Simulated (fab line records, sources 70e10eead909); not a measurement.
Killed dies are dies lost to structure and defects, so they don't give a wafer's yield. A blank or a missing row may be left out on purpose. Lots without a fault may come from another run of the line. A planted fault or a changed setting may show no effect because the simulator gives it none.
Chamber matching | flow nand_harc | NHARC_A_M0_PRE_CLEAN_31 on pecvd-04: 3 sister chambers
The step time 12 s. 6 wafers are shown with their chamber, then 9 later ones without.

WAFERS WITH THEIR CHAMBER
wafer  | chamber | heater_power_w (W) | rf_fwd_power_W (W)
L089.3 | 2       | 538                | 294.1
L089.5 | 0       | 538                | 293.0
L089.6 | 1       | 554                | 292.5
L092.1 | 2       | 572                | 290.7
L092.2 | 1       | 600                | 291.9
L092.5 | 0       | 529                | 291.3

WAFERS WITHOUT THEIR CHAMBER
wafer  | heater_power_w (W) | rf_fwd_power_W (W)
L093.2 | 608                | 292.5
L093.3 | 572                | 291.7
L093.4 | 596                | 292.7
L096.1 | 585                | 292.7
L096.3 | 552                | 292.2
L096.6 | 538                | 292.3
L097.1 | 581                | 291.7
L097.2 | 575                | 293.8
L097.5 | 562                | 291.5

WHICH CHAMBER EACH WENT THROUGH
wafer  | from the rows above          | in truth
L093.2 | can't be placed: 1 or 2 or 0 | 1
L093.3 | can't be placed: 1 or 2 or 0 | 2
L093.4 | can't be placed: 1 or 2 or 0 | 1
L096.1 | can't be placed: 1 or 2 or 0 | 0
L096.3 | can't be placed: 2 or 0 or 1 | 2
L096.6 | can't be placed: 0 or 2 or 1 | 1
L097.1 | can't be placed: 1 or 2 or 0 | 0
L097.2 | can't be placed: 1 or 2 or 0 | 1
L097.5 | can't be placed: 2 or 1 or 0 | 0
Placed correctly: 0 of 9. Can't be placed from these rows: 9 (the true chamber is among the candidates in 9). Placed wrongly: 0.
How it was worked out, from the rows above alone: a wafer's distance from a chamber is the root of the sum, over the readings, of the square of ((its reading less the chamber's mean) divided by the reading's scatter). The wafer belongs to the nearest chamber; if the next one is less than 2 further off, it can't be placed. A chamber's mean is the mean of its shown wafers. The scatter: the root of (the sum of the squares of (reading less its chamber's mean) over the shown wafers, divided by (wafers less chambers)).
